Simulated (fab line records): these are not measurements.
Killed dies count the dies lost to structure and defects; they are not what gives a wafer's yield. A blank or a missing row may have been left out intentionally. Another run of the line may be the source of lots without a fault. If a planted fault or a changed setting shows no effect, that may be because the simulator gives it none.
fab line records ; flow nand-harc ; part 1 of 2: steps 1 to 4 of 6
record: lots: 21; wafers: 63; last-day: 33
route steps=1302 shown A_STAIRCASE@766
lots with no fault: from the same line, run without faults
start-h: hours from the record's first day to the start of the lot's first wafer shown ; wait-h: hours from the lot's prior step to this one ; " the same as in the row above ; L1.1+2: a single row standing in for several wafers ; - no value present, or no start provided ; * or withheld: withheld ; < > ~ a bound
route shown NAME@n: names a module that has steps shown in the file, with the first one's number in the route ; usual: mean/standard deviation taken from wafers without a fault ; same: alike in all rows ; chamber/n: place in a boat ; sites: per-site readings ; _std_site: standard deviation of those values ; _edge_site: mean of outer sites minus mean of inner sites ; radius-mm: for every site, how far away it sits from the centre of the wafer ; mask NAME#n: copy n ; behind: the tool/chamber that last shaped the wafer ; hold: the reason the lot was held/the length of the hold in hours/how it ended ; device: whichever transistor did not switch (one of n, p or np) ; end of line: the route-end tests of the same wafers ; a step without rows: its recipe alone ; killed: the dies lost at the first sort to structure and to defects; this is not the yield of the wafer ; map: a wafer's dies, marking killed ones x, the rest . and places with no die _
set.NAME: the setting that was run; set.NAME@STEP: the one run at that earlier step ; model.NAME: the simulator's own value behind a step, which no gauge read
steps of the route over a sample of lots; a table a step, a row a wafer
services: the hour from which a tool's chamber was out of use, counted from the record's first day as start-h (under 0 if before that day), plus the number of hours and why
== steps ==
step: NHARC_A_STAIRCASE_DESCUM_252
recipe: time-s: 3; o2-flow-sccm: 200; ar-flow-sccm: 0; bias-power-w: 0; chemistry: O2
usual: drypump-motor-current-A: 5.92/0.29; oes-product-au: 1.000/0.011; rf-vpp-V: 58.0/0.95; showerhead-plenum-p-Torr: 1.95/0.088; throttle-valve-pct: 11.310/0.0094
lot.wafer;tool;chamber;start-h;wait-h;drypump-motor-current-A;oes-product-au;rf-hours-counter-h;rf-vpp-V;showerhead-plenum-p-Torr;throttle-valve-pct
L074.1;rie-diel-08;2;362.27;-;5.60;1.002;51;57.9;1.93;11.308
L074.2;rie-diel-08;3;362.27;-;5.76;0.986;37;58.6;2.06;11.316
L074.5;rie-diel-08;1;362.27;-;5.92;0.994;-;59.2;2.06;11.305
L075.2;rie-diel-08;2;365.96;-;5.60;1.003;52;59.0;1.93;11.310
L075.4;rie-diel-08;0;365.96;-;6.20;1.000;53;59.2;1.94;11.316
L075.5;rie-diel-08;3;365.96;-;5.81;0.989;-;58.2;2.06;11.325
L076.4;rie-diel-04;3;379.16;-;6.11;0.993;3;60.1;1.93;11.306
L076.3;rie-diel-04;0;379.16;-;6.19;1.006;4;59.1;2.08;11.299
L076.5;rie-diel-04;3;379.16;-;6.13;0.997;-;60.8;1.93;11.304
L077.2;rie-diel-04;3;392.24;-;6.11;0.986;6;56.9;1.93;11.298
L077.3;rie-diel-04;0;392.24;-;6.19;0.988;6;57.8;2.07;11.325
L077.5;rie-diel-04;2;392.24;-;5.62;0.995;-;58.1;1.79;11.313
L078.1;rie-diel-07;1;405.13;-;5.88;0.978;36;57.7;1.89;11.306
L078.2;rie-diel-07;2;405.13;-;6.15;0.986;35;57.7;1.99;11.315
L078.5;rie-diel-07;1;405.13;-;5.89;0.989;-;55.6;1.89;11.318
L079.4;rie-diel-04;3;407.13;-;6.11;0.990;11;57.7;1.93;11.305
L079.1;rie-diel-04;0;407.13;-;6.19;0.999;11;58.8;2.07;11.302
L079.3;rie-diel-04;2;407.13;-;5.62;1.009;12;55.9;1.79;11.306
L080.3;rie-diel-08;3;419.73;-;5.78;1.009;18;58.2;2.06;11.299
L080.6;rie-diel-08;3;419.73;-;5.75;0.997;-;59.7;2.06;11.305
L080.5;rie-diel-08;1;419.73;-;5.92;1.007;-;58.3;2.05;11.302
L081.1;rie-diel-07;1;421.39;-;5.90;0.988;44;58.2;1.88;11.303
L081.2;rie-diel-07;2;421.39;-;6.17;0.977;42;57.7;1.99;11.310
L081.3;rie-diel-07;0;421.39;-;6.35;0.987;44;56.8;1.83;11.311
L082.4;rie-diel-08;2;440.21;-;5.64;1.012;16;57.6;1.92;11.312
L082.3;rie-diel-08;0;440.21;-;6.18;1.014;22;58.7;1.94;11.334
L082.5;rie-diel-08;3;440.21;-;5.78;0.997;-;59.6;2.06;11.303
L083.2;rie-diel-04;1;440.50;-;5.93;1.003;21;57.9;1.89;11.324
L083.4;rie-diel-04;3;440.50;-;6.12;1.001;23;58.5;1.93;11.320
L083.6;rie-diel-04;1;440.50;-;5.94;1.007;-;58.3;1.89;11.305
L084.4;rie-diel-08;0;465.82;-;6.22;0.997;30;57.1;1.93;11.320
L084.2;rie-diel-08;1;465.82;-;5.89;0.997;29;57.1;2.05;11.311
L084.6;rie-diel-08;3;465.82;-;5.78;1.001;-;58.4;2.05;11.315
L086.4;rie-diel-08;1;481.35;-;5.91;1.008;34;58.5;2.05;11.306
L086.3;rie-diel-08;0;481.35;-;6.23;1.013;35;59.3;1.93;11.312
L086.6;rie-diel-08;2;481.35;-;5.62;1.005;-;58.5;1.92;11.315
L087.2;rie-diel-08;1;499.95;-;5.92;1.007;41;58.6;2.04;11.302
L087.6;rie-diel-08;3;499.95;-;5.77;1.000;-;57.7;2.05;11.295
L087.5;rie-diel-08;0;499.95;-;6.26;1.025;-;59.0;1.93;11.323
L089.1;rie-diel-07;3;511.36;-;4.95;0.990;7;57.3;1.97;11.321
L089.3;rie-diel-07;1;511.36;-;5.92;0.991;9;57.9;1.88;11.311
L089.6;rie-diel-07;2;511.36;-;6.15;1.001;-;57.6;1.98;11.312
L088.1;rie-diel-04;3;512.22;-;6.17;0.993;46;57.1;1.92;11.307
L088.4;rie-diel-04;2;512.22;-;5.64;1.017;44;58.5;1.78;11.307
L088.5;rie-diel-04;3;512.22;-;6.11;0.985;-;58.4;1.92;11.322
L090.3;rie-diel-08;0;523.27;-;6.24;1.012;48;57.1;1.93;11.298
L090.4;rie-diel-08;2;523.27;-;5.61;1.005;50;57.6;1.91;11.301
L090.5;rie-diel-08;0;523.27;-;6.27;1.011;-;56.1;1.93;11.311
L091.3;rie-diel-04;0;532.08;-;6.22;0.989;54;58.9;2.06;11.314
L091.2;rie-diel-04;3;532.08;-;6.14;0.992;52;57.5;1.92;11.311
L091.6;rie-diel-04;0;532.08;-;6.18;1.006;-;58.5;2.06;11.314
L093.3;rie-diel-04;1;553.82;-;5.95;1.023;3;57.2;1.88;11.310
L093.4;rie-diel-04;0;553.82;-;6.13;0.986;-;58.4;2.06;11.325
L093.5;rie-diel-04;1;553.82;-;5.95;1.015;-;57.2;1.88;11.330
L094.2;rie-diel-04;0;566.77;-;6.20;0.999;9;60.1;2.06;11.321
L094.1;rie-diel-04;1;566.77;-;5.94;1.002;7;56.5;1.87;11.312
L094.5;rie-diel-04;0;566.77;-;6.15;0.987;-;59.9;2.05;11.294
L095.2;rie-diel-04;0;574.86;-;6.19;0.989;11;58.0;2.05;11.302
L095.3;rie-diel-04;1;574.86;-;5.93;1.008;9;58.2;1.87;11.310
L095.5;rie-diel-04;0;574.86;-;6.18;1.002;-;58.7;2.05;11.307
L096.3;rie-diel-08;0;599.68;-;6.19;0.989;14;58.2;1.92;11.304
L096.6;rie-diel-08;3;599.68;-;5.79;1.005;-;58.9;2.04;11.296
L096.5;rie-diel-08;0;599.68;-;6.22;0.994;-;58.8;1.92;11.291
step: NHARC_A_STAIRCASE_HM_OPEN_460
recipe: o2-flow-sccm: 400; cos-flow-sccm: 20; ar-flow-sccm: 0; rf-w: 500; bias-w: 300; chemistry: O2/COS
usual: drypump-motor-current-A: 5.9/0.39; oes-product-au: 0.999/0.011; rf-vpp-V: 468.1/2.7; showerhead-plenum-p-Torr: 3.16/0.12; throttle-valve-pct: 28.331/0.0093
lot.wafer;tool;chamber;start-h;wait-h;drypump-motor-current-A;oes-product-au;rf-hours-counter-h;rf-vpp-V;showerhead-plenum-p-Torr;throttle-valve-pct
L074.2;rie-diel-08;0;-;-;6.2;1.022;0;468.7;3.17;28.326
L074.1;rie-diel-08;1;-;-;5.9;1.021;0;471.3;3.34;28.337
L074.5;rie-diel-08;0;-;-;6.3;1.026;-;468.3;3.17;28.332
L075.4;rie-diel-07;3;-;-;5.0;1.002;24;469.1;3.23;28.335
L075.2;rie-diel-07;2;-;-;6.2;0.984;25;469.9;3.25;28.347
L075.5;rie-diel-07;3;-;-;5.0;1.001;-;467.9;3.23;28.329
L076.3;rie-diel-07;0;-;-;6.3;0.984;34;464.6;2.99;28.318
L076.4;rie-diel-07;1;-;-;5.9;0.990;34;466.2;3.08;28.336
L076.5;rie-diel-07;0;-;-;6.3;0.985;-;463.6;2.99;28.320
L077.3;rie-diel-07;1;-;-;5.9;0.981;35;465.4;3.08;28.321
L077.2;rie-diel-07;3;-;-;4.9;0.993;35;469.3;3.22;28.327
L077.5;rie-diel-07;2;-;-;6.2;0.976;-;470.9;3.24;28.322
L078.2;rie-diel-04;0;-;-;6.2;0.988;15;471.5;3.37;28.351
L078.1;rie-diel-04;2;-;-;5.6;1.006;17;463.6;2.93;28.329
L078.5;rie-diel-04;0;-;-;6.1;0.980;-;471.5;3.36;28.338
L079.4;rie-diel-07;1;-;-;5.9;0.984;44;467.8;3.08;28.340
L079.3;rie-diel-07;3;-;-;4.9;0.986;41;469.7;3.22;28.338
L079.1;rie-diel-07;0;-;-;6.3;0.982;44;464.7;2.99;28.350
L080.3;rie-diel-08;2;-;-;5.6;1.003;14;467.6;3.14;28.310
L080.6;rie-diel-08;3;-;-;5.8;0.998;-;471.8;3.34;28.331
L080.5;rie-diel-08;0;-;-;6.2;0.999;-;469.2;3.16;28.328
L081.3;rie-diel-07;0;-;-;6.3;0.987;50;463.2;2.99;28.325
L081.1;rie-diel-07;1;-;-;5.9;0.986;48;466.9;3.08;28.321
L081.2;rie-diel-07;2;-;-;6.2;0.988;45;468.9;3.24;28.342
L083.4;rie-diel-04;2;-;-;5.6;1.010;25;462.9;2.92;28.328
L083.2;rie-diel-04;1;-;-;5.9;1.025;23;464.9;3.08;28.320
L083.6;rie-diel-04;3;-;-;6.2;0.997;-;468.2;3.14;28.332
L082.3;rie-diel-08;1;-;-;5.9;1.008;25;471.3;3.33;28.339
L082.4;rie-diel-08;3;-;-;5.8;1.006;33;471.6;3.34;28.327
L082.5;rie-diel-08;1;-;-;5.9;1.011;-;471.4;3.33;28.347
L084.2;rie-diel-08;1;-;-;5.9;1.007;32;470.8;3.33;28.342
L084.4;rie-diel-08;2;-;-;5.6;0.990;32;467.0;3.13;28.340
L084.6;rie-diel-08;1;-;-;5.9;1.013;-;471.2;3.33;28.326
L086.4;rie-diel-08;0;-;-;6.2;1.012;39;467.3;3.15;28.349
L086.3;rie-diel-08;1;-;-;5.9;1.004;40;471.8;3.32;28.325
L086.6;rie-diel-08;0;-;-;6.3;1.008;-;466.8;3.15;28.324
L087.2;rie-diel-08;0;-;-;6.2;1.013;45;468.5;3.14;28.345
L087.6;rie-diel-08;0;-;-;6.2;1.015;-;467.0;3.14;28.330
L087.5;rie-diel-08;2;-;-;5.6;1.008;-;467.7;3.12;28.315
L089.1;rie-diel-07;3;-;-;4.9;0.998;10;468.6;3.20;28.326
L089.3;rie-diel-07;1;-;-;5.9;1.005;12;467.9;3.06;28.312
L089.6;rie-diel-07;3;-;-;4.9;0.990;-;469.3;3.20;28.340
L088.1;rie-diel-08;1;-;-;5.9;1.003;50;472.1;3.32;28.303
L088.4;rie-diel-08;2;-;-;5.6;1.008;50;466.3;3.12;28.327
L088.5;rie-diel-08;1;-;-;5.9;0.997;-;470.3;3.32;28.338
L090.4;rie-diel-07;1;-;-;5.8;0.987;17;465.6;3.06;28.324
L090.3;rie-diel-07;2;-;-;6.1;0.992;14;469.5;3.22;28.326
L090.5;rie-diel-07;0;-;-;6.3;0.993;-;463.6;2.97;28.332
L091.3;rie-diel-08;0;-;-;6.2;1.002;58;469.3;3.14;28.325
L091.2;rie-diel-08;2;-;-;5.6;1.007;59;466.8;3.12;28.341
L091.6;rie-diel-08;3;-;-;5.8;0.994;-;470.3;3.32;28.343
L093.3;rie-diel-07;1;-;-;5.9;0.988;26;465.9;3.06;28.325
L093.4;rie-diel-07;3;-;-;5.0;0.993;26;468.7;3.19;28.336
L093.5;rie-diel-07;1;-;-;5.9;0.994;-;466.4;3.06;28.345
L094.1;rie-diel-07;1;-;-;5.9;0.984;30;466.6;3.05;28.341
L094.2;rie-diel-07;2;-;-;6.2;0.997;30;468.7;3.22;28.327
L094.5;rie-diel-07;1;-;-;5.9;0.991;-;465.2;3.05;28.326
L095.3;rie-diel-04;3;-;-;6.2;1.002;13;466.2;3.12;28.316
L095.2;rie-diel-04;0;-;-;6.2;1.000;13;472.4;3.34;28.334
L095.5;rie-diel-04;3;-;-;6.1;1.002;-;466.6;3.12;28.338
L096.3;rie-diel-07;1;-;-;5.9;0.987;39;467.9;3.05;28.336
L096.6;rie-diel-07;2;-;-;6.2;0.998;-;469.5;3.21;28.320
L096.5;rie-diel-07;3;-;-;4.9;0.994;-;468.3;3.19;28.332
step: NHARC_A_STAIRCASE_ETCH_452
recipe: target-depth-a: 300; overetch-a: 30; time-s: 16.5; ion-energy-ev: 100; cf4-flow-sccm: 80; o2-flow-sccm: 20; ar-flow-sccm: 0; rf-w: 300; bias-w: 100; chemistry: CF4/O2
usual: drypump-motor-current-A: 5.9/0.38; oes-product-au: 0.997/0.01; rf-vpp-V: 198.0/1.4; showerhead-plenum-p-Torr: 1.35/0.056; throttle-valve-pct: 13.399/0.01
lot.wafer;tool;chamber;start-h;wait-h;drypump-motor-current-A;oes-product-au;rf-hours-counter-h;rf-vpp-V;showerhead-plenum-p-Torr;throttle-valve-pct
L074.1;rie-diel-08;3;-;-;5.8;1.003;0;199.6;1.44;13.396
L074.2;rie-diel-08;0;-;-;6.2;1.008;0;198.3;1.35;13.406
L074.5;rie-diel-08;1;-;-;5.9;0.998;-;199.2;1.43;13.398
L075.4;rie-diel-07;2;-;-;6.1;0.987;26;199.5;1.39;13.399
L075.2;rie-diel-07;3;-;-;4.9;1.001;24;199.6;1.38;13.396
L075.5;rie-diel-07;1;-;-;5.9;0.987;-;196.3;1.32;13.397
L076.3;rie-diel-07;2;-;-;6.1;0.980;33;199.4;1.39;13.408
L076.4;rie-diel-07;1;-;-;5.9;0.980;34;198.1;1.32;13.389
L076.5;rie-diel-07;3;-;-;4.9;0.985;-;199.4;1.38;13.399
L077.2;rie-diel-07;3;-;-;4.9;0.995;35;198.9;1.38;13.417
L077.3;rie-diel-07;2;-;-;6.1;0.968;35;198.7;1.39;13.406
L077.5;rie-diel-07;0;-;-;6.3;0.990;-;195.7;1.28;13.391
L078.2;rie-diel-04;3;-;-;6.2;0.993;17;196.9;1.34;13.394
L078.1;rie-diel-04;0;-;-;6.2;1.000;15;199.2;1.44;13.390
L078.5;rie-diel-04;2;-;-;5.6;1.001;-;194.3;1.25;13.410
L079.1;rie-diel-07;2;-;-;6.1;0.988;41;199.2;1.39;13.396
L079.3;rie-diel-07;3;-;-;4.9;0.995;41;197.4;1.38;13.389
L079.4;rie-diel-07;1;-;-;5.9;0.981;44;196.8;1.32;13.412
L080.3;rie-diel-08;1;-;-;5.9;1.003;19;199.3;1.43;13.390
L080.6;rie-diel-08;0;-;-;6.2;1.020;-;198.5;1.35;13.398
L080.5;rie-diel-08;1;-;-;5.9;1.003;-;198.8;1.43;13.391
L081.3;rie-diel-07;0;-;-;6.3;1.006;50;197.2;1.27;13.391
L081.2;rie-diel-07;1;-;-;5.9;0.987;48;197.4;1.31;13.392
L081.1;rie-diel-07;2;-;-;6.2;0.989;45;198.2;1.39;13.410
L083.2;rie-diel-04;2;-;-;5.6;0.993;26;195.2;1.25;13.401
L083.4;rie-diel-04;0;-;-;6.2;0.985;24;199.5;1.44;13.394
L083.6;rie-diel-04;2;-;-;5.6;1.011;-;196.3;1.25;13.400
L082.3;rie-diel-08;0;-;-;6.2;1.005;27;197.0;1.35;13.416
L082.4;rie-diel-08;2;-;-;5.6;1.003;25;199.0;1.34;13.391
L082.5;rie-diel-08;3;-;-;5.8;1.010;-;199.1;1.43;13.400
L084.2;rie-diel-08;3;-;-;5.8;1.005;40;199.8;1.43;13.413
L084.4;rie-diel-08;1;-;-;5.9;1.003;32;198.1;1.43;13.384
L084.6;rie-diel-08;0;-;-;6.2;0.999;-;199.4;1.35;13.395
L086.3;rie-diel-08;1;-;-;5.9;1.000;40;199.8;1.42;13.401
L086.4;rie-diel-08;2;-;-;5.6;0.999;41;197.7;1.34;13.399
L086.6;rie-diel-08;1;-;-;5.9;1.001;-;199.5;1.42;13.397
L087.2;rie-diel-08;2;-;-;5.6;1.020;47;197.9;1.34;13.402
L087.6;rie-diel-08;2;-;-;5.6;1.013;-;197.7;1.34;13.404
L087.5;rie-diel-08;0;-;-;6.3;1.009;-;197.5;1.34;13.403
L089.1;rie-diel-07;1;-;-;5.9;0.988;12;197.4;1.31;13.413
L089.3;rie-diel-07;3;-;-;4.9;0.992;10;198.7;1.37;13.395
L089.6;rie-diel-07;2;-;-;6.1;1.001;-;197.3;1.38;13.407
L088.1;rie-diel-08;3;-;-;5.8;0.994;54;199.8;1.42;13.390
L088.4;rie-diel-08;0;-;-;6.2;1.004;49;197.3;1.34;13.391
L088.5;rie-diel-08;0;-;-;6.2;1.010;-;197.3;1.34;13.414
L090.3;rie-diel-07;0;-;-;6.3;0.992;18;196.2;1.27;13.398
L090.4;rie-diel-07;3;-;-;4.9;0.995;15;198.9;1.37;13.391
L090.5;rie-diel-07;1;-;-;5.9;0.987;-;197.4;1.31;13.403
L091.3;rie-diel-08;0;-;-;6.2;1.017;58;198.7;1.34;13.417
L091.2;rie-diel-08;3;-;-;5.8;1.005;65;199.0;1.42;13.397
L091.6;rie-diel-08;1;-;-;5.9;0.999;-;200.5;1.42;13.397
L093.4;rie-diel-07;1;-;-;5.9;0.989;26;197.1;1.31;13.393
L093.3;rie-diel-07;2;-;-;6.1;1.000;25;197.8;1.38;13.397
L093.5;rie-diel-07;0;-;-;6.3;1.002;-;197.1;1.27;13.393
L094.2;rie-diel-07;1;-;-;5.8;0.982;30;198.0;1.31;13.395
L094.1;rie-diel-07;0;-;-;6.3;0.995;29;198.3;1.27;13.386
L094.5;rie-diel-07;1;-;-;5.9;0.993;-;196.4;1.31;13.393
L095.2;rie-diel-04;0;-;-;6.2;0.994;13;199.5;1.43;13.405
L095.3;rie-diel-04;2;-;-;5.6;1.001;6;196.0;1.24;13.404
L095.5;rie-diel-04;0;-;-;6.2;0.990;-;199.5;1.43;13.389
L096.3;rie-diel-07;0;-;-;6.3;0.985;40;196.5;1.26;13.393
L096.5;rie-diel-07;0;-;-;6.3;0.989;-;196.5;1.26;13.400
L096.6;rie-diel-07;1;-;-;5.9;0.985;-;197.2;1.30;13.397
step: NHARC_A_STAIRCASE_HM_OPEN_463
recipe: o2-flow-sccm: 400; cos-flow-sccm: 20; ar-flow-sccm: 0; rf-w: 500; bias-w: 300; chemistry: O2/COS
usual: drypump-motor-current-A: 5.9/0.37; oes-product-au: 0.998/0.0098; rf-vpp-V: 467.7/2.8; showerhead-plenum-p-Torr: 3.15/0.13; throttle-valve-pct: 28.329/0.0099
lot.wafer;tool;chamber;start-h;wait-h;drypump-motor-current-A;oes-product-au;rf-hours-counter-h;rf-vpp-V;showerhead-plenum-p-Torr;throttle-valve-pct
L074.2;rie-diel-08;3;-;-;5.8;1.006;2;472.5;3.35;28.331
L074.1;rie-diel-08;1;-;-;5.9;1.008;2;471.6;3.34;28.322
L074.5;rie-diel-08;0;-;-;6.2;1.012;-;467.6;3.17;28.332
L075.2;rie-diel-04;3;-;-;6.1;0.982;6;467.9;3.15;28.328
L075.4;rie-diel-04;1;-;-;5.9;1.004;7;467.9;3.09;28.331
L075.5;rie-diel-04;3;-;-;6.1;0.975;-;469.0;3.15;28.329
L076.4;rie-diel-04;0;-;-;6.2;0.996;9;471.9;3.37;28.334
L076.3;rie-diel-04;2;-;-;5.6;1.003;10;462.5;2.93;28.316
L076.5;rie-diel-04;3;-;-;6.2;0.994;-;466.5;3.15;28.316
L077.2;rie-diel-07;1;-;-;5.9;0.988;37;467.1;3.08;28.343
L077.3;rie-diel-07;2;-;-;6.2;0.990;37;470.9;3.24;28.330
L077.5;rie-diel-07;2;-;-;6.2;0.990;-;469.4;3.24;28.343
L078.1;rie-diel-08;2;-;-;5.6;1.000;11;467.3;3.14;28.331
L078.2;rie-diel-08;3;-;-;5.8;1.002;19;472.6;3.34;28.314
L078.5;rie-diel-08;2;-;-;5.6;1.003;-;465.9;3.14;28.330
L079.1;rie-diel-07;1;-;-;5.9;0.980;45;466.1;3.08;28.331
L079.4;rie-diel-07;2;-;-;6.2;0.976;42;469.9;3.24;28.348
L079.3;rie-diel-07;3;-;-;5.0;0.994;42;469.0;3.22;28.315
L080.3;rie-diel-08;2;-;-;5.6;1.014;16;467.4;3.14;28.332
L080.6;rie-diel-08;1;-;-;5.9;0.995;-;471.1;3.33;28.343
L080.5;rie-diel-08;2;-;-;5.7;1.015;-;467.9;3.14;28.334
L081.3;rie-diel-04;3;-;-;6.2;0.995;23;467.8;3.14;28.328
L081.1;rie-diel-04;1;-;-;6.0;1.020;21;466.4;3.08;28.330
L081.2;rie-diel-04;2;-;-;5.6;1.002;23;462.7;2.92;28.349
L083.2;rie-diel-08;3;-;-;5.8;1.012;35;470.8;3.33;28.330
L083.4;rie-diel-08;1;-;-;5.9;1.011;26;470.0;3.33;28.329
L083.6;rie-diel-08;3;-;-;5.8;1.011;-;470.6;3.33;28.334
L082.4;rie-diel-07;3;-;-;4.9;0.991;54;468.7;3.21;28.338
L082.3;rie-diel-07;1;-;-;5.9;0.995;55;464.5;3.07;28.327
L082.5;rie-diel-07;3;-;-;4.9;0.989;-;468.8;3.21;28.345
L084.4;rie-diel-04;2;-;-;5.6;1.008;36;463.3;2.92;28.328
L084.2;rie-diel-04;0;-;-;6.2;0.989;35;470.1;3.35;28.321
L084.6;rie-diel-04;2;-;-;5.6;1.002;-;462.8;2.92;28.336
L086.3;rie-diel-08;2;-;-;5.6;1.012;44;468.1;3.12;28.334
L086.4;rie-diel-08;3;-;-;5.7;1.000;49;470.4;3.33;28.326
L086.6;rie-diel-08;0;-;-;6.2;1.016;-;467.1;3.15;28.335
L087.2;rie-diel-07;3;-;-;4.9;0.987;9;468.0;3.20;28.321
L087.6;rie-diel-07;2;-;-;6.2;0.990;-;469.4;3.23;28.335
L087.5;rie-diel-07;3;-;-;4.9;0.994;-;468.8;3.20;28.342
L089.3;rie-diel-08;1;-;-;5.9;1.000;51;471.3;3.32;28.328
L089.1;rie-diel-08;2;-;-;5.6;0.999;52;467.2;3.12;28.327
L089.6;rie-diel-08;2;-;-;5.6;1.007;-;467.8;3.12;28.323
L088.4;rie-diel-04;1;-;-;5.9;1.017;52;465.0;3.07;28.342
L088.1;rie-diel-04;3;-;-;6.1;0.996;52;467.0;3.13;28.354
L088.5;rie-diel-04;2;-;-;5.6;0.996;-;463.7;2.91;28.338
L090.4;rie-diel-07;0;-;-;6.3;1.000;20;463.8;2.97;28.327
L090.3;rie-diel-07;1;-;-;5.9;0.995;19;466.4;3.06;28.337
L090.5;rie-diel-07;1;-;-;5.9;0.997;-;466.0;3.06;28.312
L091.2;rie-diel-07;1;-;-;5.9;0.987;20;465.2;3.06;28.332
L091.3;rie-diel-07;2;-;-;6.1;0.988;18;469.1;3.22;28.319
L091.6;rie-diel-07;3;-;-;4.9;0.996;-;468.2;3.20;28.331
L093.3;rie-diel-04;2;-;-;5.6;0.998;4;461.8;2.91;28.324
L093.4;rie-diel-04;3;-;-;6.1;0.992;11;468.0;3.12;28.322
L093.5;rie-diel-04;0;-;-;6.2;0.987;-;471.2;3.34;28.334
L094.2;rie-diel-07;2;-;-;6.1;0.996;31;469.6;3.22;28.327
L094.1;rie-diel-07;0;-;-;6.3;0.996;30;463.6;2.97;28.323
L094.5;rie-diel-07;1;-;-;5.8;0.992;-;465.8;3.05;28.327
L095.3;rie-diel-04;0;-;-;6.2;0.995;19;471.4;3.33;28.319
L095.2;rie-diel-04;3;-;-;6.1;0.991;16;466.7;3.12;28.318
L095.5;rie-diel-04;1;-;-;6.0;1.007;-;465.9;3.06;28.332
L096.3;rie-diel-07;3;-;-;4.9;1.001;42;469.2;3.19;28.326
L096.5;rie-diel-07;2;-;-;6.2;1.003;-;467.8;3.21;28.327
L096.6;rie-diel-07;3;-;-;4.9;0.999;-;469.0;3.19;28.340
